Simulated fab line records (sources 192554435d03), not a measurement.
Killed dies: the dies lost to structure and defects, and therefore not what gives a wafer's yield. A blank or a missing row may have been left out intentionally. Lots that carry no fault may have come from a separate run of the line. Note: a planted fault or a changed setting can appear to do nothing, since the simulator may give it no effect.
Which tool did it? | flow n5Finfet | 24 lots, 72 wafers sampled, at 6 steps of a route of 1938

WHAT THE GAUGES SHOWED, per wafer
N5_BEOL_M12_INSPECT_55: inspects for defects (darkfield). Usual: rawDefectCount 62, standard deviation 21.
lot  | measured     | on               | rawDefectCount | flag
L074 | day 11 21:43 | defectInspect-01 | 70 42 63       | 
L075 | day 11 22:10 | defectInspect-02 | 86 81 75       | 
L076 | day 12 14:55 | defectInspect-01 | 56 51 60       | 
L077 | day 12 15:11 | defectInspect-01 | 82 86 73       | 
L078 | day 12 15:40 | defectInspect-02 | 39 66 63       | 
L081 | day 12 22:20 | defectInspect-01 | 44 52 67       | 
L082 | day 13 07:16 | defectInspect-01 | 45 45 75       | 
L080 | day 13 17:14 | defectInspect-02 | 37 44 36       | 
L079 | day 13 17:30 | defectInspect-02 | 77 84 60       | 
L084 | day 13 18:22 | defectInspect-02 | 87 80 117      | 
L083 | day 14 00:47 | defectInspect-01 | 39 45 44       | 
L086 | day 14 04:50 | defectInspect-01 | 67 83 63       | 
L085 | day 14 09:53 | defectInspect-01 | 68 75 58       | 
L090 | day 14 21:33 | defectInspect-01 | 118 76 78      | 
L087 | day 15 03:26 | defectInspect-01 | 89 91 89       | 
L088 | day 15 09:02 | defectInspect-02 | 54 41 66       | 
L089 | day 15 11:53 | defectInspect-02 | 47 51 38       | 
L092 | day 15 20:49 | defectInspect-01 | 110 71 70      | 
L091 | day 16 02:30 | defectInspect-02 | 56 104 44      | 
L093 | day 16 06:50 | defectInspect-02 | 39 42 48       | 
L094 | day 16 12:58 | defectInspect-01 | 59 43 58       | 
L095 | day 17 01:23 | defectInspect-01 | 42 42 46       | 
L096 | day 17 05:49 | defectInspect-01 | 38 55 45       | 
L097 | day 17 11:29 | defectInspect-02 | 61 53 27       | 

N5_BEOL_M13_THK_MEAS_01. Usual: M13_ILD_THK 841 nm, standard deviation 9.8.
lot  | measured     | on           | M13_ILD_THK (nm) | flag
L074 | day 11 21:54 | filmMetro-01 | 838 838 843      | 
L075 | day 11 22:21 | filmMetro-01 | 829 842 853      | 
L076 | day 12 15:07 | filmMetro-02 | 830 826 840      | 
L077 | day 12 15:23 | filmMetro-02 | 838 838 844      | 
L078 | day 12 15:52 | filmMetro-02 | 850 849 854      | 
L081 | day 12 22:35 | filmMetro-01 | 830 847 852      | 
L082 | day 13 07:28 | filmMetro-01 | 815 842 828      | 
L080 | day 13 17:29 | filmMetro-01 | 834 850 832      | 
L079 | day 13 17:41 | filmMetro-02 | 823 828 835      | 
L084 | day 13 18:33 | filmMetro-01 | 829 839 832      | 
L083 | day 14 00:58 | filmMetro-02 | 844 825 847      | 
L086 | day 14 05:02 | filmMetro-01 | 827 835 832      | 
L085 | day 14 10:05 | filmMetro-02 | 842 833 857      | 
L090 | day 14 21:44 | filmMetro-02 | 829 842 853      | 
L087 | day 15 03:41 | filmMetro-01 | 815 841 843      | 
L088 | day 15 09:13 | filmMetro-01 | 838 843 844      | 
L089 | day 15 12:04 | filmMetro-01 | 828 829 839      | 
L092 | day 15 21:01 | filmMetro-01 | 857 857 858      | 
L091 | day 16 02:41 | filmMetro-01 | 826 852 847      | 
L093 | day 16 07:05 | filmMetro-01 | 838 844 838      | 
L094 | day 16 13:09 | filmMetro-01 | 845 856 857      | 
L095 | day 17 01:34 | filmMetro-01 | 835 845 846      | 
L096 | day 17 06:00 | filmMetro-01 | 839 840 854      | 
L097 | day 17 11:41 | filmMetro-02 | 854 855 847      | 

N5_BEOL_M13_INSPECT_30: inspects for defects (macro). Usual: rawDefectCount 2.1, standard deviation 1.4.
lot  | measured     | on               | rawDefectCount | flag
L074 | day 11 23:43 | defectInspect-02 | 1 3 4          | 
L075 | day 11 23:44 | defectInspect-01 | 2 3 1          | 
L076 | day 12 16:40 | defectInspect-02 | 2 2 2          | 
L077 | day 12 16:54 | defectInspect-01 | 0 4 2          | 
L078 | day 12 17:17 | defectInspect-01 | 2 4 1          | 
L081 | day 13 00:11 | defectInspect-01 | 1 0 4          | 
L082 | day 13 08:55 | defectInspect-01 | 1 2 5          | 
L080 | day 13 18:47 | defectInspect-01 | 1 2 0          | 
L079 | day 13 19:14 | defectInspect-02 | 4 0 2          | 
L084 | day 13 20:02 | defectInspect-01 | 1 1 5          | 
L083 | day 14 02:24 | defectInspect-01 | 3 4 2          | 
L086 | day 14 06:27 | defectInspect-01 | 4 3 5          | 
L085 | day 14 11:31 | defectInspect-01 | 2 1 2          | 
L090 | day 14 23:20 | defectInspect-02 | 0 1 2          | 
L087 | day 15 05:37 | defectInspect-01 | 1 2 3          | 
L088 | day 15 10:33 | defectInspect-02 | 2 1 1          | 
L089 | day 15 13:22 | defectInspect-01 | 3 2 1          | 
L092 | day 15 22:26 | defectInspect-01 | 1 2 2          | 
L091 | day 16 04:07 | defectInspect-01 | 2 1 2          | 
L093 | day 16 08:33 | defectInspect-02 | 1 3 1          | 
L094 | day 16 14:35 | defectInspect-02 | 3 2 0          | 
L095 | day 17 02:52 | defectInspect-01 | 2 3 0          | 
L096 | day 17 07:19 | defectInspect-01 | 1 2 1          | 
L097 | day 17 13:15 | defectInspect-01 | 2 2 3          | 

N5_BEOL_M13_THK_MEAS_50: measures by xrf. Usual: M13_THK 423 nm, standard deviation 7.4.
lot  | measured     | on           | M13_THK (nm) | flag
L074 | day 12 04:50 | filmMetro-02 | 426 428 419  | 
L075 | day 12 05:08 | filmMetro-01 | 411 412 409  | 
L076 | day 12 21:28 | filmMetro-01 | 423 414 418  | 
L077 | day 12 21:38 | filmMetro-01 | 416 421 419  | 
L078 | day 12 21:44 | filmMetro-02 | 430 420 430  | 
L081 | day 13 07:22 | filmMetro-02 | 429 427 426  | 
L082 | day 13 12:36 | filmMetro-02 | 435 442 429  | 
L080 | day 13 21:20 | filmMetro-02 | 411 423 419  | 
L079 | day 14 01:34 | filmMetro-01 | 420 411 420  | 
L084 | day 14 01:42 | filmMetro-02 | 426 411 419  | 
L083 | day 14 05:50 | filmMetro-02 | 422 434 414  | 
L086 | day 14 10:05 | filmMetro-01 | 425 421 423  | 
L085 | day 14 21:40 | filmMetro-02 | 419 425 426  | 
L090 | day 15 02:50 | filmMetro-02 | 416 426 414  | 
L087 | day 15 08:28 | filmMetro-02 | 415 434 416  | 
L088 | day 15 15:28 | filmMetro-01 | 422 417 415  | 
L089 | day 15 16:08 | filmMetro-02 | 415 421 417  | 
L092 | day 16 07:25 | filmMetro-01 | 415 422 422  | 
L091 | day 16 10:41 | filmMetro-02 | 420 419 439  | 
L093 | day 16 11:01 | filmMetro-01 | 422 419 423  | 
L094 | day 16 17:11 | filmMetro-01 | 416 425 417  | 
L095 | day 17 11:22 | filmMetro-02 | 414 418 422  | 
L096 | day 17 11:04 | filmMetro-02 | 430 432 427  | 
L097 | day 17 16:07 | filmMetro-01 | 431 414 419  | 

TOOL THAT RAN EACH LOT (tool first, then ch and the chambers of the sampled wafers, then the start)
lot  | N5_BEOL_M13_ETCH_67               | N5_BEOL_M13_ETCH_38
L074 | rieDiel-04 ch 0,3, day 11 23:48   | rieDiel-03 ch 0,1,2, day 12 03:22
L075 | rieDiel-06 ch 1,3, day 11 23:51   | rieDiel-06 ch 2,3, day 12 03:40
L076 | rieDiel-03 ch 2,3, day 12 16:44   | rieDiel-06 ch 2,3, day 12 19:59
L077 | rieDiel-06 ch 0,1, day 12 16:58   | rieDiel-06 ch 0,3, day 12 20:05
L078 | rieDiel-03 ch 1,3, day 12 17:31   | rieDiel-04 ch 0,1,2, day 12 20:23
L081 | rieDiel-06 ch 0,2,3, day 13 00:17 | rieDiel-03 ch 0,1,3, day 13 05:41
L082 | rieDiel-03 ch 0,2,3, day 13 09:01 | rieDiel-04 ch 0,1,2, day 13 09:56
L080 | rieDiel-04 ch 0,1,3, day 13 18:52 | rieDiel-04 ch 0,3, day 13 19:58
L079 | rieDiel-04 ch 0,1, day 13 19:27   | rieDiel-06 ch 0,1,3, day 13 23:58
L084 | rieDiel-04 ch 0,1, day 13 20:08   | rieDiel-06 ch 0,1,2, day 14 00:07
L083 | rieDiel-04 ch 0,1,2, day 14 02:28 | rieDiel-03 ch 0,2,3, day 14 04:11
L086 | rieDiel-03 ch 0,2, day 14 06:37   | rieDiel-03 ch 0,2, day 14 08:28
L085 | rieDiel-04 ch 0,1, day 14 11:35   | rieDiel-06 ch 0,1,2, day 14 19:46
L090 | rieDiel-04 ch 0,1, day 14 23:24   | rieDiel-03 ch 0,1,3, day 15 01:14
L087 | rieDiel-03 ch 0,1, day 15 05:41   | rieDiel-06 ch 1,2, day 15 06:53
L088 | rieDiel-06 ch 0,1,2, day 15 10:37 | rieDiel-04 ch 0,2, day 15 13:47
L089 | rieDiel-06 ch 0,2, day 15 13:26   | rieDiel-03 ch 0,1,2, day 15 14:06
L092 | rieDiel-04 ch 0,1,3, day 15 22:30 | rieDiel-06 ch 0,1,2, day 16 06:10
L091 | rieDiel-04 ch 0,1,2, day 16 04:11 | rieDiel-04 ch 1,2,3, day 16 09:23
L093 | rieDiel-04 ch 1,3, day 16 08:37   | rieDiel-06 ch 0,2, day 16 09:23
L094 | rieDiel-06 ch 0,1,2, day 16 14:39 | rieDiel-03 ch 0,1,3, day 16 15:29
L095 | rieDiel-06 ch 1,2, day 17 02:56   | rieDiel-04 ch 0,1,3, day 17 09:17
L096 | rieDiel-03 ch 0,1,2, day 17 07:23 | rieDiel-03 ch 0,1,2, day 17 09:01
L097 | rieDiel-04 ch 0,2,3, day 17 13:19 | rieDiel-06 ch 0,1, day 17 14:35
- N5_BEOL_M13_ETCH_67: etches SiARC in CF4, target depth 143 nm, time 238.3 s.
- N5_BEOL_M13_ETCH_38: etches SiCN in CF4/N2, target depth 67.5 nm, time 71.9 s.

AS READ BY THE TOOLS THEMSELVES (means over the sampled wafers that have a number; for cases with no such wafer, the mark the record gives instead)
N5_BEOL_M13_ETCH_67. Usual: drypumpMotorCurrentA 5.9 A, standard deviation 0.4; etchRfOnTimeS 242 s, standard deviation 7.4; oesProductAu 0.66 a.u., standard deviation 0.074; rfVppV 184.3 V, standard deviation 1; showerheadPlenumPTorr 2.15 Torr, standard deviation 0.054; throttleValvePct 15.65 %, standard deviation 0.29.
lot  | tool       | drypumpMotorCurrentA (A) | etchRfOnTimeS (s) | oesProductAu (a.u.) | rfVppV (V) | showerheadPlenumPTorr (Torr) | throttleValvePct (%) | flag
L074 | rieDiel-04 | 5.6                      | 244               | 0.64                | 185.2      | 2.19                         | 15.71                | 
L075 | rieDiel-06 | 5.8                      | 249               | 0.59                | 183.0      | 2.07                         | 15.86                | 
L076 | rieDiel-03 | 6.1                      | 242               | 0.73                | 184.1      | 2.14                         | 15.25                | 
L077 | rieDiel-06 | 5.4                      | 242               | 0.60                | 184.7      | 2.13                         | 16.00                | 
L078 | rieDiel-03 | 6.1                      | 248               | 0.69                | 184.4      | 2.18                         | 15.38                | 
L081 | rieDiel-06 | 5.6                      | 241               | 0.61                | 184.1      | 2.07                         | 15.90                | 
L082 | rieDiel-03 | 6.1                      | 238               | 0.74                | 184.1      | 2.15                         | 15.40                | 
L080 | rieDiel-04 | 5.9                      | 246               | 0.63                | 184.8      | 2.19                         | 15.64                | 
L079 | rieDiel-04 | 6.2                      | 246               | 0.66                | 184.1      | 2.18                         | 15.40                | 
L084 | rieDiel-04 | 6.2                      | 247               | 0.66                | 184.4      | 2.18                         | 15.40                | 
L083 | rieDiel-04 | 6.3                      | 241               | 0.69                | 185.5      | 2.18                         | 15.48                | 
L086 | rieDiel-03 | 5.9                      | 233               | 0.71                | 183.3      | 2.11                         | 15.52                | 
L085 | rieDiel-04 | 6.2                      | 247               | 0.66                | 185.3      | 2.18                         | 15.42                | 
L090 | rieDiel-04 | 6.2                      | 246               | 0.63                | 184.2      | 2.20                         | 15.56                | 
L087 | rieDiel-03 | 5.9                      | 247               | 0.63                | 184.2      | 2.19                         | 15.79                | 
L088 | rieDiel-06 | 5.4                      | 244               | 0.61                | 183.6      | 2.10                         | 15.85                | 
L089 | rieDiel-06 | 5.4                      | 236               | 0.61                | 183.5      | 2.10                         | 15.99                | 
L092 | rieDiel-04 | 5.9                      | 243               | 0.63                | 185.0      | 2.18                         | 15.68                | 
L091 | rieDiel-04 | 6.3                      | 240               | 0.68                | 185.2      | 2.18                         | 15.51                | 
L093 | rieDiel-04 | 6.0                      | 244               | 0.59                | 185.1      | 2.20                         | 15.84                | 
L094 | rieDiel-06 | 5.4                      | 241               | 0.61                | 183.8      | 2.10                         | 15.86                | 
L095 | rieDiel-06 | 5.3                      | 248               | 0.60                | 183.2      | 2.11                         | 15.72                | 
L096 | rieDiel-03 | 5.8                      | 236               | 0.73                | 183.8      | 2.15                         | 15.53                | 
L097 | rieDiel-04 | 5.9                      | 241               | 0.67                | 184.6      | 2.17                         | 15.62                | 

N5_BEOL_M13_ETCH_38. Usual: drypumpMotorCurrentA 5.8 A, standard deviation 0.38; oesProductAu 0.77 a.u., standard deviation 0.092; rfVppV 382.3 V, standard deviation 1.7; showerheadPlenumPTorr 2.20 Torr, standard deviation 0.06; throttleValvePct 15.51 %, standard deviation 0.27.
lot  | tool       | drypumpMotorCurrentA (A) | oesProductAu (a.u.) | rfVppV (V) | showerheadPlenumPTorr (Torr) | throttleValvePct (%) | flag
L074 | rieDiel-03 | 5.9                      | 0.81                | 383.0      | 2.22                         | 15.44                | 
L075 | rieDiel-06 | 5.6                      | 0.76                | 381.0      | 2.12                         | 15.55                | 
L076 | rieDiel-06 | 5.8                      | 0.72                | 379.5      | 2.10                         | 15.67                | 
L077 | rieDiel-06 | 5.8                      | 0.69                | 380.2      | 2.12                         | 15.85                | 
L078 | rieDiel-04 | 6.3                      | 0.83                | 384.5      | 2.26                         | 15.30                | 
L081 | rieDiel-03 | 6.1                      | 0.82                | 383.9      | 2.25                         | 15.34                | 
L082 | rieDiel-04 | 6.2                      | 0.82                | 384.5      | 2.25                         | 15.32                | 
L080 | rieDiel-04 | 5.6                      | 0.73                | 383.0      | 2.25                         | 15.59                | 
L079 | rieDiel-06 | 5.5                      | 0.69                | 381.7      | 2.15                         | 15.78                | 
L084 | rieDiel-06 | 5.4                      | 0.72                | 380.8      | 2.17                         | 15.64                | 
L083 | rieDiel-03 | 6.1                      | 0.85                | 382.2      | 2.21                         | 15.24                | 
L086 | rieDiel-03 | 6.0                      | 0.88                | 382.5      | 2.22                         | 15.36                | 
L085 | rieDiel-06 | 5.4                      | 0.72                | 381.0      | 2.16                         | 15.67                | 
L090 | rieDiel-03 | 6.1                      | 0.80                | 383.4      | 2.25                         | 15.38                | 
L087 | rieDiel-06 | 5.4                      | 0.74                | 382.2      | 2.15                         | 15.49                | 
L088 | rieDiel-04 | 6.3                      | 0.87                | 383.3      | 2.23                         | 15.28                | 
L089 | rieDiel-03 | 5.9                      | 0.77                | 382.5      | 2.21                         | 15.50                | 
L092 | rieDiel-06 | 5.4                      | 0.71                | 381.5      | 2.16                         | 15.68                | 
L091 | rieDiel-04 | 6.0                      | 0.76                | 384.1      | 2.26                         | 15.61                | 
L093 | rieDiel-06 | 5.5                      | 0.73                | 381.1      | 2.14                         | 15.65                | 
L094 | rieDiel-03 | 6.1                      | 0.88                | 383.0      | 2.24                         | 15.22                | 
L095 | rieDiel-04 | 5.9                      | 0.72                | 383.5      | 2.25                         | 15.53                | 
L096 | rieDiel-03 | 5.9                      | 0.85                | 382.5      | 2.21                         | 15.36                | 
L097 | rieDiel-06 | 5.4                      | 0.92                | 380.9      | 2.18                         | 15.52                | 

THE ANSWER, worked out from the rows above alone
Rule: take the mean of a lot's wafers that have a number; if it is more than 3 standard deviations from the usual mean, the lot is off. Also off: a lot with no number at a reading for which 4 or more lots have one. Any other lot the step has rows for is counted as sound. The gauges are gone through in route order, then the tools' own readings, and for those a lot's mean is taken as printed above. At the first step where some lot is off, the reading lying furthest off is the one used; lots without a number count as furthest.
None of the lots is off at any reading shown; this tells nothing.

WHAT WAS PUT IN BY THE SIMULATOR
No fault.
